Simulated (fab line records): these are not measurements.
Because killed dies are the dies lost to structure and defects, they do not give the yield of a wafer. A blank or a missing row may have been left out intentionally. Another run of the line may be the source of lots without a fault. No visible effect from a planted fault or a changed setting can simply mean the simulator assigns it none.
Which of the tools did it? | flow nand-harc | 13 lots with 38 wafers sampled at 5 steps, on a route of 1302 steps

== WHAT EACH GAUGE READ, for each wafer ==
NHARC_P_BONDPAD_THK_MEAS_20: measures by xrf. Usual: 160.0 nm for thk-nm, sd 1.6.
lot  | measured     | on            | thk-nm (nm)       | flag
L997 | day 7 02:19  | film-metro-02 | 160.7 160.3 160.4 |
L999 | day 7 12:42  | film-metro-01 | 161.5 158.3 155.5 |
L100 | day 7 21:11  | film-metro-01 | 159.1 160.6 158.3 |
L101 | day 8 14:01  | film-metro-01 | 161.4 159.7 161.3 |
L103 | day 9 04:51  | film-metro-02 | 160.2 160.4 160.7 |
L104 | day 9 17:13  | film-metro-02 | 159.9 161.6 158.9 |
L105 | day 10 04:35 | film-metro-01 | 158.8 162.4 160.7 |
L107 | day 11 01:44 | film-metro-01 | 160.8 160.1       |
L115 | day 14 00:16 | film-metro-02 | 159.6 159.0 158.7 |
L116 | day 14 16:46 | film-metro-01 | 159.2 156.4 158.4 |
L117 | day 14 22:46 | film-metro-02 | 161.9 161.9 160.9 |
L118 | day 15 14:16 | film-metro-01 | 161.0 161.2 158.5 |
L119 | day 16 05:44 | film-metro-01 | 158.1 158.0 156.9 |

NHARC_A_ONON_D1_THK_MEAS_02: measures by ellipsometry. Usual: 1002 nm for thk-nm, sd 11.
lot  | measured     | on            | thk-nm (nm)    | flag
L997 | day 8 01:46  | film-metro-02 | 1000 999 997   |
L999 | day 8 12:07  | film-metro-01 | 1008 1007 1008 |
L100 | day 8 21:26  | film-metro-02 | 983 984 985    |
L101 | day 9 14:05  | film-metro-01 | 984 982 983    |
L103 | day 10 06:53 | film-metro-02 | 976 976 976    |
L104 | day 10 17:14 | film-metro-02 | 1021 1021 1021 |
L105 | day 11 03:23 | film-metro-02 | 1000 1000 1001 |
L107 | day 12 03:17 | film-metro-02 | 999 712        | OFF
L115 | day 15 01:40 | film-metro-02 | 979 979 978    |
L116 | day 15 16:35 | film-metro-01 | 1018 1018 1017 |
L117 | day 16 00:13 | film-metro-02 | 997 997 999    |
L118 | day 16 14:38 | film-metro-01 | 1003 1003 1004 |
L119 | day 17 05:17 | film-metro-02 | 996 999 998    |

== WHAT TOOL EACH LOT RAN ON (gives the tool, then ch and the chambers of the sampled wafers, and finally the start) ==
lot  | NHARC_P_BONDPAD_ETCH_24                       | NHARC_P_BONDPAD_CMP_19        | NHARC_A_ONON_D1_DEP_00
L997 | rie-diel-02 ch 0,2, day 7 01:59 or earlier    | cmp-04 ch 2,3, day 7 01:59    | pecvd-onon-01 ch 0, day 8 01:19
L999 | rie-diel-03 ch 2,3, day 7 12:26 or earlier    | cmp-03 ch 0,1,3, day 7 12:26  | pecvd-onon-02 ch 0, day 8 11:37
L100 | rie-diel-02 ch 0,3, day 7 20:53 or earlier    | cmp-02 ch 1,2, day 7 20:53    | pecvd-onon-03 ch 0, day 8 20:56
L101 | rie-diel-03 ch 1,3, day 8 12:10               | cmp-03 ch 1,2,3, day 8 13:46  | pecvd-onon-02 ch 0, day 9 13:38
L103 | rie-diel-03 ch 0,2, day 9 04:32 or earlier    | cmp-02 ch 0,1,2, day 9 04:32  | pecvd-onon-03 ch 0, day 10 06:22
L104 | rie-diel-03 ch 0,2,3, day 9 16:53 or earlier  | cmp-02 ch 0,2,3, day 9 16:53  | pecvd-onon-02 ch 0, day 10 16:43
L105 | rie-diel-03 ch 0,2, day 10 04:16 or earlier   | cmp-03 ch 0,1, day 10 04:16   | pecvd-onon-03 ch 0, day 11 02:56
L107 | rie-diel-04 ch 0,2, day 10 23:55              | cmp-02 ch 0,1, day 11 01:27   | pecvd-onon-03 ch 0, day 12 02:46
L115 | rie-diel-02 ch 0,2,3, day 13 23:59 or earlier | cmp-04 ch 0,1,2, day 13 23:59 | pecvd-onon-02 ch 0, day 15 01:09
L116 | rie-diel-03 ch 0,1,2, day 14 16:29 or earlier | cmp-02 ch 1,2,3, day 14 16:29 | pecvd-onon-02 ch 0, day 15 16:04
L117 | rie-diel-02 ch 2,3, day 14 22:26 or earlier   | cmp-04 ch 0,2,3, day 14 22:26 | pecvd-onon-03 ch 0, day 15 23:43
L118 | rie-diel-04 ch 0,2,3, day 15 13:57 or earlier | cmp-02 ch 0,2, day 15 13:57   | pecvd-onon-01 ch 0, day 16 14:07
L119 | rie-diel-03 ch 2,3, day 16 05:27 or earlier   | cmp-02 ch 1,2,3, day 16 05:27 | pecvd-onon-03 ch 0, day 17 04:49
- NHARC_P_BONDPAD_ETCH_24: etches the open film in CF4/N2, target depth 30 nm, time 72.99 s.
- NHARC_P_BONDPAD_CMP_19: polishes, t overpolish 30 s, cu recess touch 16 s, target thk 160.81 nm.
- NHARC_A_ONON_D1_DEP_00: target thk 1000 nm.

== AS READ BY THE TOOLS THEMSELVES (means over the sampled wafers that have a number; for cases with no such wafer, the mark the record gives instead) ==
NHARC_P_BONDPAD_ETCH_24. Usual: drypump-motor-current-A 5.9 A, standard deviation 0.56; oes-product-au 1.003 a.u., standard deviation 0.0095; rf-vpp-V 314.2 V, standard deviation 2.4; showerhead-plenum-p-Torr 2.63 Torr, standard deviation 0.13; throttle-valve-pct 19.795 %, standard deviation 0.0095.
lot  | tool        | drypump-motor-current-A (A) | oes-product-au (a.u.) | rf-vpp-V (V) | showerhead-plenum-p-Torr (Torr) | throttle-valve-pct (%) | flag
L997 | rie-diel-02 | 6.3                         | 1.004                 | 311.5        | 2.47                            | 19.797                 |
L999 | rie-diel-03 | 5.7                         | 0.995                 | 316.5        | 2.73                            | 19.805                 |
L100 | rie-diel-02 | 5.2                         | 1.000                 | 315.6        | 2.69                            | 19.800                 |
L101 | rie-diel-03 | 6.2                         | 1.002                 | 315.1        | 2.68                            | 19.788                 |
L103 | rie-diel-03 | 5.6                         | 0.998                 | 312.3        | 2.53                            | 19.801                 |
L104 | rie-diel-03 | 5.6                         | 1.009                 | 313.8        | 2.63                            | 19.796                 |
L105 | rie-diel-03 | 5.4                         | 1.001                 | 312.4        | 2.54                            | 19.793                 |
L107 | rie-diel-04 | 6.6                         | 1.002                 | 315.0        | 2.65                            | 19.798                 |
L115 | rie-diel-02 | 5.7                         | 1.003                 | 313.5        | 2.59                            | 19.795                 |
L116 | rie-diel-03 | 5.8                         | 0.992                 | 312.1        | 2.56                            | 19.798                 |
L117 | rie-diel-02 | 5.2                         | 1.002                 | 315.6        | 2.71                            | 19.791                 |
L118 | rie-diel-04 | 6.2                         | 0.999                 | 313.3        | 2.64                            | 19.797                 |
L119 | rie-diel-03 | 5.4                         | 0.989                 | 315.0        | 2.65                            | 19.793                 |

NHARC_P_BONDPAD_CMP_19. Usual: motor-current-A 11.9 A, standard deviation 0.89; overpolish-run-s 30.000 s, standard deviation 0.0081.
lot  | tool   | motor-current-A (A) | overpolish-run-s (s) | flag
L997 | cmp-04 | 12.9                | 29.999               |
L999 | cmp-03 | 11.3                | 30.003               |
L100 | cmp-02 | 11.9                | 30.003               |
L101 | cmp-03 | 11.6                | 29.996               |
L103 | cmp-02 | 12.2                | 30.001               |
L104 | cmp-02 | 12.4                | 29.999               |
L105 | cmp-03 | 11.7                | 30.007               |
L107 | cmp-02 | 12.2                | 29.995               |
L115 | cmp-04 | 13.3                | 30.005               |
L116 | cmp-02 | 11.4                | 30.000               |
L117 | cmp-04 | 12.7                | 29.999               |
L118 | cmp-02 | 12.3                | 30.000               |
L119 | cmp-02 | 11.3                | 29.996               |

NHARC_A_ONON_D1_DEP_00. Usual: nh3-flow-sccm 500.1 sccm, standard deviation 1.5; susceptor-temp-C 399.98 C, standard deviation 0.22.
lot  | tool          | nh3-flow-sccm (sccm) | susceptor-temp-C (C) | flag
L997 | pecvd-onon-01 | 499.0                | 399.87               |
L999 | pecvd-onon-02 | 498.7                | 399.76               |
L100 | pecvd-onon-03 | 500.1                | 399.85               |
L101 | pecvd-onon-02 | 498.0                | 399.93               |
L103 | pecvd-onon-03 | 502.0                | 399.96               |
L104 | pecvd-onon-02 | 500.1                | 400.28               |
L105 | pecvd-onon-03 | 500.9                | 400.32               |
L107 | pecvd-onon-03 | 499.5                | 400.10               |
L115 | pecvd-onon-02 | 498.1                | 400.22               |
L116 | pecvd-onon-02 | 499.5                | 399.99               |
L117 | pecvd-onon-03 | 498.8                | 399.74               |
L118 | pecvd-onon-01 | 499.9                | 399.77               |
L119 | pecvd-onon-03 | 502.1                | 399.88               |

== THE ANSWER, worked out from the rows above alone ==
Rule: take the mean of a lot's wafers that have a number; if it is more than 3 standard deviations from the usual mean, the lot is off. A lot without any number at a reading at which 4 lots or more have one is off too. The other lots that the step has rows for count as sound. After the gauges, taken in route order, come the tools' own readings; for these a lot's mean is taken, as printed above. At the first step where some lot is off, the reading lying furthest off is the one used; lots without a number count as furthest.
Off: L107, at NHARC_A_ONON_D1_THK_MEAS_02 (thk-nm).
A tool fits if, at a process step before that reading, it ran every lot that is off, and no sound lot after the first of them. The gauges at NHARC_A_ONON_D1_THK_MEAS_02 are tried like those tools. With no start given for some of its lots, NHARC_P_BONDPAD_ETCH_24 uses the hours and lot order of NHARC_P_BONDPAD_CMP_19. Not one of the candidates tried fits.

== WHAT THE SIMULATOR HAD PUT IN ==
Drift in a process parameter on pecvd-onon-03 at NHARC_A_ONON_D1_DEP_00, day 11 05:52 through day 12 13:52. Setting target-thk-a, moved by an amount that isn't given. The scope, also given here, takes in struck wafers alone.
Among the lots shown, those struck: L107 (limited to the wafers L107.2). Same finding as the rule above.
